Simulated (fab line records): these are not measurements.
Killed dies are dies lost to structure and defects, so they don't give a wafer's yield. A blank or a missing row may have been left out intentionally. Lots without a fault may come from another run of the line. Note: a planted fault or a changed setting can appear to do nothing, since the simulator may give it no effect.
Chamber matching -- flow n5 finfet -- 3 sister chambers for N5_BEOL_M4_PRE_CLEAN_60 on cvd co-02
The step time 15 s. 6 wafers are shown with their chamber, then 7 later ones without.

## WAFERS, EACH WITH ITS CHAMBER
wafer,chamber,heater power w (W)
L858.4,0,88
L859.3,0,87
L859.4,2,67
L859.5,1,99
L871.1,1,96
L871.2,2,64

## WAFERS WITHOUT THEIR CHAMBER
wafer,heater power w (W)
L871.6,88
L870.4,97
L870.5,86
L870.6,66
L872.1,96
L872.4,67
L872.5,85

## EACH ONE'S CHAMBER
wafer,from the rows above,in truth
L871.6,0,0
L870.4,1,1
L870.5,0,0
L870.6,2,2
L872.1,1,1
L872.4,2,2
L872.5,0,0
7 of 7 placed correctly. From these rows, 0 cannot be placed. Wrongly placed: 0.
How it was worked out, from the rows above alone: a wafer's distance from a chamber is the root of the sum, over the readings, of the square of ((its reading less the chamber's mean) divided by the reading's scatter). The wafer belongs to the nearest chamber; if the next one is less than 2 further off, it can't be placed. Each chamber's mean is taken over the wafers shown for it. The scatter: take each reading less its chamber's mean, square it, sum over the shown wafers, divide by the number of wafers less the number of chambers, and take the root.
